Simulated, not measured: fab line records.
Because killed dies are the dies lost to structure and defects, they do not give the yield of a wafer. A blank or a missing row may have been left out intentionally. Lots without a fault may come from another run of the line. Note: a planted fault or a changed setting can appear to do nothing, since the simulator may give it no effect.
Struck lot and sound lot, side by side	flow n5Finfet	15 out of 1938 route steps
Sound: wafers L680.3, L680.4, L680.5. Struck: wafer L695.1 (left out: L695.5, a lot-mate that was not struck); the cause follows at the end.
Each step with rows lists, per side, the tool, then ch with its chambers, then its first start. Under that, the readings that differ: sound wafers	struck wafers	difference of the means	sigmas: that difference in standard deviations of wafers without a fault.
alike: readings with means less than 2 such deviations apart, plus words and numbers identical on both sides. not compared: withheld readings, readings lacking a value on some wafer, bounds such as >300 that could conceal the same value, and numbers that have no deviation in the record and whose values overlap.
The two part at a step that has a row with sigmas, a row that says differs or no value, or rows on one side only. Numbers that don't overlap but have no deviation are shown without sigmas and don't part them. A reading that every wafer of one side lacks parts them only if that side has two wafers or more.

first, 7 steps without rows for these wafers: N5_BEOL_M6_COAT_71 (time 60 s, resist thk 5 nm); N5_BEOL_M6_COAT_22 (resist thk 30 nm); N5_BEOL_M6_EBR_24; N5_BEOL_M6_SOFTBAKE_23 (time 60 s); N5_BEOL_M6_EXPOSE_25 (exposes mask V5, target cd 40 nm); N5_BEOL_M6_PEB_26 (peb time 60 s); N5_BEOL_M6_DEVELOP_27 (develop time 30 s).
N5_BEOL_M6_CD_MEAS_28: target cd 40 nm.
  sound on cdSem-01 ch 0, day 9 19:05; struck on cdSem-03 ch 0, day 13 15:01
  alike: cdNm
N5_BEOL_M6_OVL_MEAS_29:
  sound on overlay-01 ch 0, day 9 19:08; struck on overlay-02 ch 0, day 13 15:03
  alike: V5_OVL
N5_BEOL_M6_INSPECT_30: inspects for defects (brightfield).
  sound on defectInspect-01 at day 9 19:11; struck on defectInspect-01 at day 13 15:07
  alike: rawDefectCount
N5_BEOL_M6_DESCUM_33: chemistry O2, time 7 s.
  sound on rieDiel-01 ch 0,2, day 9 19:13; struck on rieDiel-01 ch 2, day 13 15:22
  alike: drypumpMotorCurrentA, o2FlowSccm, oesProductAu, rfVppV, showerheadPlenumPTorr, throttleValvePct
  not compared: rfHoursCounterH
N5_BEOL_M6_ETCH_72: etches underlayer in N2/H2, target depth 6.5 nm, time 5.2 s.
  sound on rieDiel-01 ch 0,2, day 9 19:15; struck on rieDiel-01 ch 2, day 13 15:23
  alike: drypumpMotorCurrentA, etchRfOnTimeS, oesProductAu, rfVppV, showerheadPlenumPTorr, throttleValvePct
  not compared: rfHoursCounterH
N5_BEOL_M6_ETCH_65: etches SiARC in CF4, target depth 15.6 nm, time 26 s.
  sound on rieDiel-01 ch 0,2, day 9 19:16; struck on rieDiel-01 ch 2, day 13 15:25
reading	sound	struck	difference	sigmas
etchRfOnTimeS (s)	25.4 25.1 25.9	32.2	+6.7	+8
  alike: drypumpMotorCurrentA, oesProductAu, rfVppV, showerheadPlenumPTorr, throttleValvePct
  not compared: rfHoursCounterH
N5_BEOL_M6_ETCH_66: etches SOC in N2/H2, target depth 80 nm, overetch 16 nm, time 120 s.
  sound on rieDiel-01 ch 0,2, day 9 19:17; struck on rieDiel-01 ch 2, day 13 15:26
  alike: drypumpMotorCurrentA, oesProductAu, rfVppV, showerheadPlenumPTorr, throttleValvePct
  not compared: rfHoursCounterH
-- here the record skips 4 days between the struck wafers' starts before and after, leaving off in module BEOL_M6 and picking up in module PASSIVATION (first step shown: number 1936 of the route) --
N5_PASSIVATION_PROBE_49:
  record: rows for the struck wafers here (prober-01, day 17 18:44), none for the sound ones

== WHERE THEY PART ==
First at N5_BEOL_M6_ETCH_65; last, within this record, at N5_PASSIVATION_PROBE_49.

WHY: the cause the simulator had injected
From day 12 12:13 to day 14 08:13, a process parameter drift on rieDiel-01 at N5_BEOL_M6_ETCH_65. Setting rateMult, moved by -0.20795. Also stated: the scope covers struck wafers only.
